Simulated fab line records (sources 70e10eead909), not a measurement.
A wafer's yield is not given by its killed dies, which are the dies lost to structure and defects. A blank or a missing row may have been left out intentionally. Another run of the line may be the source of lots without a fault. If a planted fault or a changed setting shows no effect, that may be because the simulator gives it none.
2 desks looking at one fault || flow nand harc || each desk has only its own numbers; what lay behind them comes last

THE METROLOGY DESK
Means of the sampled wafers that have a number, per lot and without regard to the tool the lot ran on: this is what the gauges read. A lot is out of limits, marked OUT, if its mean lies more than 4 standard deviations from the usual mean; the brackets give that distance.
Columns: A = thk nm at NHARC_A_BONDPAD_THK_MEAS_30, usual 199.9 nm
{"lot": "L315", "first seen here": "day 23 04:29", "A": 197.9}
{"lot": "L320", "first seen here": "day 24 16:13", "A": 199.0}
{"lot": "L325", "first seen here": "day 27 08:59", "A": 200.0}
{"lot": "L328", "first seen here": "day 28 12:03", "A": 199.7}
{"lot": "L330", "first seen here": "day 28 21:46", "A": 200.6}
{"lot": "L329", "first seen here": "day 29 01:23", "A": 199.5}
{"lot": "L332", "first seen here": "day 30 13:22", "A": 198.5}
{"lot": "L334", "first seen here": "day 30 14:40", "A": 200.2}
{"lot": "L333", "first seen here": "day 30 16:58", "A": 200.1}
{"lot": "L335", "first seen here": "day 31 11:34", "A": 199.7}
{"lot": "L336", "first seen here": "day 32 01:28", "A": 200.7}
{"lot": "L338", "first seen here": "day 32 20:02", "A": 199.1}
{"lot": "L337", "first seen here": "day 33 16:25", "A": 199.3}
Result from this desk: across the 13 lots, nothing is out of limits.

AT THE TOOL OWNER'S DESK: ald sin batch-02
The tool's own readings at NHARC_A_CHANNEL_FILL_D1_ALD_03 (deposits SiNx, target thk 6 nm, pulse time 60 s, ald cycles 58): means of the sampled wafers that have a number, for each lot that ran on this tool. A lot is out of limits, marked OUT, if its mean lies more than 4 standard deviations from the usual mean; the brackets give that distance.
Columns: A = precursor pulse height rel at NHARC_A_CHANNEL_FILL_D1_ALD_03, usual 1.001
{"lot": "L320", "first seen here": "day 10 23:14", "A": 1.009}
{"lot": "L325", "first seen here": "day 13 06:23", "A": 1.008}
{"lot": "L334", "first seen here": "day 16 17:35", "A": 1.010}
{"lot": "L335", "first seen here": "day 17 12:59", "A": 0.997}
{"lot": "L336", "first seen here": "day 17 23:55", "A": 0.991}
{"lot": "L337", "first seen here": "day 18 12:36", "A": 1.018}
{"lot": "L338", "first seen here": "day 18 12:36", "A": 1.001}
Result from this desk: across the 7 lots, nothing is out of limits.

BROUGHT TOGETHER
The metrology desk saw nothing out of limits.
The desk of the tool owner found nothing out of limits.

WHAT WAS PUT IN BY THE SIMULATOR
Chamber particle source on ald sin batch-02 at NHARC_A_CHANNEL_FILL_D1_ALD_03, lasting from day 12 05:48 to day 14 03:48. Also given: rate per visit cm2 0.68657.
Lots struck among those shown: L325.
